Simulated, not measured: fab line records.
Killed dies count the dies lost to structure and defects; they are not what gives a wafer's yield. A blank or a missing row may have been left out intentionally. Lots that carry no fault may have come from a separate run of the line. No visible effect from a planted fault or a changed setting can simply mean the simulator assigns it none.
Matching of chambers | flow n5-finfet | N5_BEOL_M12_ETCH_67 on rie-diel-04 has 4 sister chambers
The step etches SiARC in CF4, target depth 143 nm, time 238.3 s. 27 wafers are shown with their chamber, then 12 later ones without.

## WAFERS, EACH WITH ITS CHAMBER
wafer  | chamber | drypump-motor-current-A (A) | throttle-valve-pct (%) | showerhead-plenum-p-Torr (Torr)
L074.2 | 0       | 5.4                         | 15.52                  | 2.17
L074.3 | 3       | 5.6                         | 15.25                  | 2.18
L074.4 | 2       | 5.9                         | 15.76                  | 2.15
L077.2 | 2       | 5.9                         | 15.79                  | 2.15
L077.3 | 3       | 5.5                         | 15.23                  | 2.18
L077.4 | 1       | 6.0                         | 15.25                  | 2.17
L078.1 | 1       | 6.0                         | 15.27                  | 2.17
L078.4 | 2       | 5.9                         | 15.78                  | 2.15
L078.5 | 2       | 5.9                         | 15.78                  | 2.15
L080.3 | 3       | 5.6                         | 15.27                  | 2.18
L080.4 | 2       | 5.9                         | 15.80                  | 2.15
L080.5 | 1       | 6.0                         | 15.28                  | 2.17
L083.1 | 2       | 5.9                         | 15.80                  | 2.15
L083.4 | 3       | 5.6                         | 15.29                  | 2.17
L083.5 | 3       | 5.6                         | 15.26                  | 2.17
L084.1 | 2       | 5.9                         | 15.84                  | 2.14
L084.2 | 1       | 6.0                         | 15.31                  | 2.16
L084.6 | 3       | 5.6                         | 15.29                  | 2.17
L088.2 | 1       | 6.0                         | 15.30                  | 2.16
L088.5 | 1       | 6.0                         | 15.32                  | 2.16
L088.6 | 2       | 5.9                         | 15.82                  | 2.14
L087.1 | 2       | 5.9                         | 15.84                  | 2.14
L087.2 | 1       | 6.0                         | 15.32                  | 2.16
L087.3 | 0       | 5.4                         | 15.62                  | 2.16
L093.1 | 2       | 5.9                         | 15.84                  | 2.14
L093.5 | 1       | 6.0                         | 15.33                  | 2.16
L093.6 | 0       | 5.4                         | 15.59                  | 2.16

SIGNATURES (means of the wafers above)
reading                  | chamber 0 | chamber 1 | chamber 2 | chamber 3 | scatter within a chamber
drypump-motor-current-A  | 5.400     | 6.000     | 5.900     | 5.583     | 0.019
throttle-valve-pct       | 15.5767   | 15.2975   | 15.8050   | 15.2650   | 0.0302
showerhead-plenum-p-Torr | 2.1633    | 2.1638    | 2.1460    | 2.1750    | 0.00529
Rule: a wafer's distance from a chamber is the root of the sum, over the readings, of the square of ((its reading less the chamber's mean) divided by the reading's scatter). If the next closest chamber is less than 2 further off than the closest, the wafer can't be placed; otherwise it belongs to the closest. The scatter: take each reading less its chamber's mean, square it, sum over the shown wafers, divide by the number of wafers less the number of chambers, and take the root.

## WAFERS WITHOUT THEIR CHAMBER
wafer  | drypump-motor-current-A (A) | throttle-valve-pct (%) | showerhead-plenum-p-Torr (Torr)
L092.2 | 5.6                         | 15.32                  | 2.17
L092.4 | 6.0                         | 15.35                  | 2.16
L092.5 | 5.4                         | 15.61                  | 2.16
L095.2 | 6.0                         | 15.35                  | 2.16
L095.4 | 6.0                         | 15.34                  | 2.16
L095.5 | 5.9                         | 15.87                  | 2.14
L096.1 | 5.6                         | 15.35                  | 2.16
L096.3 | 6.0                         | 15.35                  | 2.15
L096.6 | 6.0                         | 15.35                  | 2.15
L097.3 | 5.9                         | 15.87                  | 2.14
L097.4 | 5.6                         | 15.34                  | 2.16
L097.6 | 6.0                         | 15.36                  | 2.15

## CHAMBER TAKEN BY EACH
wafer  | from the rows above | in truth
L092.2 | 3                   | 3
L092.4 | 1                   | 1
L092.5 | 0                   | 0
L095.2 | 1                   | 1
L095.4 | 1                   | 1
L095.5 | 2                   | 2
L096.1 | 3                   | 3
L096.3 | 1                   | 1
L096.6 | 1                   | 1
L097.3 | 2                   | 2
L097.4 | 3                   | 3
L097.6 | 1                   | 1
Correct placement for 12 of the 12. Not placeable from these rows: 0. Placed wrongly: 0.
